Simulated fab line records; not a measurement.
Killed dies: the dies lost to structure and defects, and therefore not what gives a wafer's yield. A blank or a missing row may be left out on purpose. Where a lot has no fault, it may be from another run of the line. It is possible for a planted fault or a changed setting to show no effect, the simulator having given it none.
The same fault as seen by 3 desks	flow n5-finfet	every desk sees just its own numbers, and what lay behind them comes last

THE DEFECT DESK
What the inspections along the route counted, lot by lot: means of the sampled wafers that have a number. Marked OUT: a lot whose mean sits more than 4 standard deviations from the usual mean, which makes it out of limits; the brackets give that distance.
Columns: A = raw-defect-count at N5_BEOL_M9_INSPECT_30, usual 394
lot	first seen here	A
L652	day 11 19:44	660
L656	day 12 15:10	506
L659	day 13 17:44	448
L662	day 13 22:25	395
L665	day 14 22:25	409
L664	day 14 22:50	377
L668	day 15 17:32	398
L666	day 15 19:56	405
L669	day 15 23:24	343
L670	day 16 00:43	297
This desk's verdict: no lot among the 10 shows anything out of limits.

METROLOGY DESK
What the gauges read, lot by lot, whatever tool the lot ran on: means of the sampled wafers that have a number. Marked OUT: a lot whose mean sits more than 4 standard deviations from the usual mean, which makes it out of limits; the brackets give that distance.
Columns: A = cd-nm at N5_BEOL_M9_CD_MEAS_11, usual 64.2 nm
lot	first seen here	A
L652	day 11 17:14	63.9
L656	day 12 13:59	64.3
L659	day 13 15:18	63.7
L662	day 13 19:37	64.3
L665	day 14 19:13	63.7
L664	day 14 19:48	63.8
L668	day 15 16:20	63.4
L666	day 15 18:27	64.2
L669	day 15 21:32	64.9
L670	day 15 22:29	64.5
This desk's verdict: no lot among the 10 shows anything out of limits.

THE TOOL OWNER'S DESK: rie-diel-05
The tool's own readings at N5_BEOL_M9_ETCH_61 (etches SiARC in CF4, target depth 39 nm, time 65 s): means of the sampled wafers that have a number, for each lot that ran on this tool. Marked OUT: a lot whose mean sits more than 4 standard deviations from the usual mean, which makes it out of limits; the brackets give that distance. 7 of its 8 readings are shown, namely those furthest out on some lot.
Columns: A = cf4-flow-sccm at N5_BEOL_M9_ETCH_61, usual 99.97 sccm; B = drypump-motor-current-A at N5_BEOL_M9_ETCH_61, usual 5.7 A; C = etch-rf-on-time-s at N5_BEOL_M9_ETCH_61, usual 64.6 s; D = oes-product-au at N5_BEOL_M9_ETCH_61, usual 0.67 a.u.; E = rf-fwd-power-W at N5_BEOL_M9_ETCH_61, usual 538.2 W; F = rf-vpp-V at N5_BEOL_M9_ETCH_61, usual 183.8 V; G = throttle-valve-pct at N5_BEOL_M9_ETCH_61, usual 15.68 %
lot	first seen here	A	B	C	D	E	F	G
L652	day 11 17:39	100.01	5.6	63.7	0.70	536.1	184.5	15.50
L656	day 12 14:07	99.93	5.6	64.5	0.69	537.0	183.3	15.51
L665	day 14 19:21	99.58	5.6	65.0	0.68	538.3	183.2	15.60
L666	day 15 18:34	99.91	5.6	64.4	0.67	539.8	184.2	15.61
L669	day 15 21:40	100.07	5.5	64.3	0.66	539.7	183.5	15.66
This desk's verdict: no lot among the 5 shows anything out of limits.

TAKEN TOGETHER
Nothing the defect desk looked at was out of limits.
At the metrology desk, nothing out of limits was observed.
The desk of the tool owner found nothing out of limits.

WHAT WAS PUT IN BY THE SIMULATOR
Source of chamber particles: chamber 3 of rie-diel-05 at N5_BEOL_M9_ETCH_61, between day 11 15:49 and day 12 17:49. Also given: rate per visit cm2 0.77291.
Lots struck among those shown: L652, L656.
